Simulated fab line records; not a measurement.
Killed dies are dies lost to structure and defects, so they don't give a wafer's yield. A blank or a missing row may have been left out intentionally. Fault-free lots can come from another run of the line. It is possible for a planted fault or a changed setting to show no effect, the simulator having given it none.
Lot-split experiment | flow n5 finfet | 39 wafers read from 7 lots, route of 1938 steps

## SPLIT DETAILS
At N5_BEOL_M4_ETCH_70 (etches SOC in N2/H2, target depth 80 nm, overetch 24 nm, time 130 s), the setting time s was moved away from the recipe's 130 s on 12 of the 39 wafers read, by -45.8% to +41.8%. For the rest of the wafers, this setting stayed at what the recipe calls for.

The reading comes from the split's own step.

## THE READING
SiARC_of_BEOL_M4_COAT_68.thk nm (the simulator's own value, which no gauge read), in nm, at N5_BEOL_M4_ETCH_70 (etches SOC in N2/H2, target depth 80 nm, overetch 24 nm, time 130 s). There is no usual value for it anywhere in the file. Across the 27 wafers here that went through the recipe, the average is 5.9 nm and the standard deviation 0.15 nm.

wafer  | tool, chamber at the split | time s as run, s | against the recipe | SiARC_of_BEOL_M4_COAT_68.thk nm, nm | against lot-mates on the recipe
L080.1 | rie diel-04, 0,3           | 70.4             | -45.8%             | 8.6                                 | +2.8
L080.4 | rie diel-04, 0,3           | 70.4             | -45.8%             | 8.6                                 | +2.8
L080.2 | rie diel-04, 1             | 130              | recipe             | 6                                   | -
L080.3 | rie diel-04, 2             | 130              | recipe             | 5.6                                 | -
L080.5 | rie diel-04, 1             | 130              | recipe             | 5.8                                 | -
L080.6 | rie diel-04, 2             | 70.4             | -45.8%             | 8.4                                 | +2.6
L081.1 | rie diel-06, 2,0           | 130              | recipe             | 5.8                                 | -
L081.5 | rie diel-06, 2,0           | 130              | recipe             | 5.8                                 | -
L081.2 | rie diel-06, 1             | 130              | recipe             | 6                                   | -
L084.1 | rie diel-06, 2             | 130              | recipe             | 6                                   | -
L084.5 | rie diel-06, 2             | 130              | recipe             | 6                                   | -
L084.2 | rie diel-06, 0             | 130              | recipe             | 5.8                                 | -
L084.3 | rie diel-06, 1,3,1         | 99.65            | -23.3%             | 7.4                                 | +1.5
L084.4 | rie diel-06, 1,3,1         | 99.65            | -23.3%             | 7.4                                 | +1.5
L084.6 | rie diel-06, 1,3,1         | 99.65            | -23.3%             | 7.4                                 | +1.5
L085.1 | rie diel-06, 0,1,2         | 130              | recipe             | 5.8                                 | -
L085.2 | rie diel-06, 0,1,2         | 130              | recipe             | 5.8                                 | -
L085.3 | rie diel-06, 0,1,2         | 130              | recipe             | 5.8                                 | -
L085.4 | rie diel-06, 3,2,1         | 130              | recipe             | 6                                   | -
L085.5 | rie diel-06, 3,2,1         | 130              | recipe             | 6                                   | -
L085.6 | rie diel-06, 3,2,1         | 130              | recipe             | 6                                   | -
L091.1 | rie diel-04, 0,2           | 184.3            | +41.8%             | 3                                   | -2.9
L091.2 | rie diel-04, 0,2           | 184.3            | +41.8%             | 3                                   | -2.9
L091.3 | rie diel-04, 3             | 130              | recipe             | 5.6                                 | -
L091.4 | rie diel-04, 1             | 130              | recipe             | 6                                   | -
L091.6 | rie diel-04, 1             | 130              | recipe             | 6                                   | -
L091.5 | rie diel-04, 2             | 184.3            | +41.8%             | 2.8                                 | -3.1
L092.1 | rie diel-04, 2,3,0         | 130              | recipe             | 5.6                                 | -
L092.3 | rie diel-04, 2,3,0         | 130              | recipe             | 5.6                                 | -
L092.6 | rie diel-04, 2,3,0         | 130              | recipe             | 5.6                                 | -
L092.2 | rie diel-04, 1,0,1         | 130              | recipe             | 5.8                                 | -
L092.4 | rie diel-04, 1,0,1         | 130              | recipe             | 5.8                                 | -
L092.5 | rie diel-04, 1,0,1         | 130              | recipe             | 5.8                                 | -
L097.1 | rie diel-02, 0,1,0         | 130              | recipe             | 6                                   | -
L097.2 | rie diel-02, 0,1,0         | 130              | recipe             | 6                                   | -
L097.5 | rie diel-02, 0,1,0         | 130              | recipe             | 6                                   | -
L097.3 | rie diel-02, 3,2,1         | 91.05            | -30.0%             | 7.8                                 | +1.8
L097.4 | rie diel-02, 3,2,1         | 91.05            | -30.0%             | 7.8                                 | +1.8
L097.6 | rie diel-02, 3,2,1         | 91.05            | -30.0%             | 7.8                                 | +1.8
Where a row lists several chambers, the file gives one row for several wafers and doesn't say which wafer went through which chamber.

FIT RESULTS
A straight line over all 39 wafers: SiARC_of_BEOL_M4_COAT_68.thk nm changes by -0.0645 nm for each +1% of time s; r = -0.99; the points scatter about the line by 0.16 nm.
The same after taking each lot's own level away (the mean of its wafers on the recipe; 39 wafers): -0.064 nm for each +1%; r = -0.99; scatter 0.14 nm.
That fit puts the effect of the largest move of time s on the reading at 2.9 nm.
Measured against the standard deviation above, the lots' own levels, which go from 5.70 to 6.00 nm, span 2.0 times it.
The two slopes agree, so the slope changes little with the lot-to-lot level.
Check: +2.9 nm against its lot-mates is what the line predicts for one of the wafers moved furthest among these (-45.8%) when that wafer is left out of the fit. It came out at +2.8 nm against them.

## THE OTHER SPLITS THESE WAFERS WENT THROUGH
Note: prior to the reading, these wafers also went through further splits. Each is held against what the fit with the lots' levels taken away leaves over:
other split on the same wafers                 | wafers away from the commonest value | r with SiARC_of_BEOL_M4_COAT_68.thk nm (lot level and that fit taken away)
N5_DUMMY_GATE_ETCH_44 target depth a           | 12                                   | -0.27
N5_SD_EPI_N_EPI_21 epi growth time s           | 12                                   | -0.15
N5_MOL_CONTACT_COAG_ALD_123 ald cycles         | 9                                    | -0.12
N5_MOL_CONTACT_COAG_VIA_ETCH_46 target depth a | 15                                   | +0.15

## FILE'S OWN FIT
SiARC_of_BEOL_M4_COAT_68.thk nm changes by -0.0635 nm for each +1% of time s, r = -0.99.
